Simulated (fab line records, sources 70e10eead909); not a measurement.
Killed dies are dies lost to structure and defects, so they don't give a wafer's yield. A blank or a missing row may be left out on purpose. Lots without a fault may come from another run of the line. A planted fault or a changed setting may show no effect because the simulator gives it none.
A struck lot beside a sound one | flow nand_harc | 15 steps out of a route of 1302
Sound: wafers L405.2, L405.4, L405.5. Struck: wafers L414.1, L414.3, L414.4. The cause comes at the end.
At each step with rows: each side's tool, then ch and its chambers, then its first start. Under that, the readings that differ: sound wafers | struck wafers | difference of the means | sigmas: that difference in standard deviations of wafers without a fault.
alike: readings whose means differ by less than 2 such deviations, and words and numbers that are the same on both sides. not compared: withheld readings, readings that some wafer has no value for, bounds like >300 that may hide the same value, and numbers for which the record gives no deviation and whose values overlap.
The two part at a step that has a row with sigmas, a row that says differs or no value, or rows on one side only. Numbers that don't overlap but have no deviation are shown without sigmas and don't part them. A reading that every wafer of one side lacks parts them only if that side has two wafers or more.

NHARC_A_CHANNEL_HOLE_D1_ETCH_44: etches the open film in CF4/O2, target depth 140 nm, overetch 14 nm, time 77 s.
  sound on rie_diel-02 ch 0,1,2, day 11 18:40; struck on rie_diel-02 ch 2,3, day 15 15:27
  alike: drypump_motor_current_A, oes_product_au, rf_vpp_V, showerhead_plenum_p_Torr, throttle_valve_pct
  not compared: rf_hours_counter_h
NHARC_A_CHANNEL_HOLE_D1_STRIP_27: strips in O2.
  sound on rie_diel-02 ch 0,1,2; struck on rie_diel-02 ch 0,2,3
  alike: drypump_motor_current_A, oes_product_au, rf_vpp_V, showerhead_plenum_p_Torr, throttle_valve_pct
  not compared: rf_hours_counter_h
then, 2 steps without rows for these wafers: NHARC_A_CHANNEL_HOLE_D1_PRECLEAN_28 (cleans in SC1); NHARC_A_CHANNEL_HOLE_D1_SRD_29.
NHARC_A_CHANNEL_HOLE_D1_CD_MEAS_30:
  sound on cd_sem-02, day 11 19:27; struck on cd_sem-01, day 15 16:22
  alike: cd_nm
then, 1 step without rows for these wafers: NHARC_A_CHANNEL_HOLE_D1_XSEM_31.
NHARC_A_CHANNEL_HOLE_D1_INSPECT_40:
  sound on defect_inspect-02, day 11 19:38; struck on defect_inspect-01, day 15 16:33
  alike: raw_defect_count
then, 2 steps without rows for these wafers: NHARC_A_CHANNEL_FILL_D1_PRECLEAN_00 (cleans in SC1); NHARC_A_CHANNEL_FILL_D1_SRD_01.
NHARC_A_CHANNEL_FILL_D1_ALD_02: deposits SiO2, target thk 6 nm, pulse time 10 s, ald cycles 60.
  sound on ald_hk-01 ch 0,2,3, day 11 19:54; struck on ald_hk-01 ch 0,2,3, day 15 18:36
  alike: ald_cycles, heater_power_w, precursor_pulse_height_rel
then, 1 step without rows for these wafers: NHARC_A_CHANNEL_FILL_D1_ALD_03 (deposits SiNx, target thk 6 nm, pulse time 60 s, ald cycles 58).
NHARC_A_CHANNEL_FILL_D1_ALD_14: deposits SiO2, target thk 2.5 nm, pulse time 10 s, ald cycles 25.
  sound on ald_hk-01 ch 1,3, day 12 01:47; struck on ald_hk-03 ch 1,2,3, day 16 01:40
  reading            | sound       | struck      | difference | sigmas
  heater_power_w (W) | 546 426 541 | 416 375 436 | -95        | -2
  alike: ald_cycles, precursor_pulse_height_rel
NHARC_A_CHANNEL_FILL_D1_ALD_15: deposits SiNx, target thk 2 nm, pulse time 60 s, ald cycles 19.
  sound on ald_sin_batch-01 ch 0, day 12 04:53; struck on ald_sin_batch-01 ch 0, day 16 04:45
  reading    | sound    | struck   | difference | sigmas
  ald_cycles | 19 19 19 | 25 25 25 | +6         |
  alike: precursor_pulse_height_rel
NHARC_A_CHANNEL_FILL_D1_ALD_16: deposits SiO2, target thk 1.5 nm, pulse time 10 s, ald cycles 15.
  sound on ald_hk-01 ch 0,3, day 12 06:57; struck on ald_hk-01 ch 1,2,3, day 16 06:50
  alike: ald_cycles, heater_power_w, precursor_pulse_height_rel
then, 1 step without rows for these wafers: NHARC_END_SORT_01.

WHERE THEY PART
Only at NHARC_A_CHANNEL_FILL_D1_ALD_14, within this record. Later steps at which nothing parts them and some readings are alike: NHARC_A_CHANNEL_FILL_D1_ALD_15, NHARC_A_CHANNEL_FILL_D1_ALD_16.

WHY: what the simulator had put in
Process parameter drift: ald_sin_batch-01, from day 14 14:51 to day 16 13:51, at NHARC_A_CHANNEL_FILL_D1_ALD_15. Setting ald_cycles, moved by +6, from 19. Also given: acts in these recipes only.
